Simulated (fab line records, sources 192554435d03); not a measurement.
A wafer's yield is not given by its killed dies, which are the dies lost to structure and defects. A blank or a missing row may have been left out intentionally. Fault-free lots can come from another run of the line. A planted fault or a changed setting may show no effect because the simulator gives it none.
Chamber matching -- flow n5Finfet -- N5_HKMG_FIN_ETCH_32 on rieDiel-02: 4 sister chambers
The step etches SOC in N2/H2, target depth 240 nm, time 300 s. 16 wafers are shown with their chamber, then 8 later ones without.

## WAFERS WITH THEIR CHAMBER
wafer,chamber,showerheadPlenumPTorr (Torr),drypumpMotorCurrentA (A),rfVppV (V)
L619.2,1,2.51,5.8,523.8
L619.3,3,2.66,5.2,526.6
L619.5,1,2.51,5.8,522.6
L623.1,0,2.64,5.9,527.5
L623.3,1,2.51,5.9,522.4
L623.5,0,2.64,5.9,526.5
L624.3,3,2.65,5.2,526.3
L624.4,0,2.64,5.9,527.5
L624.6,0,2.64,5.9,527.7
L625.1,0,2.64,5.9,527.4
L625.3,2,2.50,5.6,522.1
L625.4,2,2.50,5.6,523.0
L633.1,0,2.63,5.9,526.0
L633.3,1,2.50,5.8,521.6
L633.5,0,2.63,5.9,528.0
L635.1,2,2.49,5.7,521.5

SIGNATURES (means of the wafers above)
reading,chamber 0,chamber 1,chamber 2,chamber 3,scatter within a chamber
showerheadPlenumPTorr,2.6371,2.5075,2.4967,2.6550,0.00528
drypumpMotorCurrentA,5.900,5.825,5.633,5.200,0.0344
rfVppV,527.229,522.600,522.200,526.450,0.747
Rule: a wafer lies at a distance from a chamber equal to the root of the sum of squares, over the readings, of (its reading less the chamber's mean, divided by the reading's scatter). The wafer belongs to the nearest chamber; if the next one is less than 2 further off, it can't be placed. How the scatter is found: for the shown wafers, subtract from each reading the mean of its chamber, square and add these, divide the total by (wafers less chambers), then take the root.

## WAFERS WITH NO CHAMBER GIVEN
wafer,showerheadPlenumPTorr (Torr),drypumpMotorCurrentA (A),rfVppV (V)
L635.2,2.50,5.8,522.9
L635.4,2.63,5.9,526.5
L636.1,2.50,5.9,521.2
L636.2,2.49,5.7,520.8
L636.4,2.64,5.2,525.6
L640.1,2.48,5.7,521.9
L640.2,2.49,5.9,523.2
L640.5,2.63,5.9,526.1

## WHICH CHAMBER EACH WENT THROUGH
wafer,from the rows above,in truth
L635.2,1,1
L635.4,0,0
L636.1,1,1
L636.2,2,2
L636.4,3,3
L640.1,2,2
L640.2,1,1
L640.5,0,0
Correct placement for 8 of the 8. Can't be placed from these rows: 0. Wrongly placed: 0.
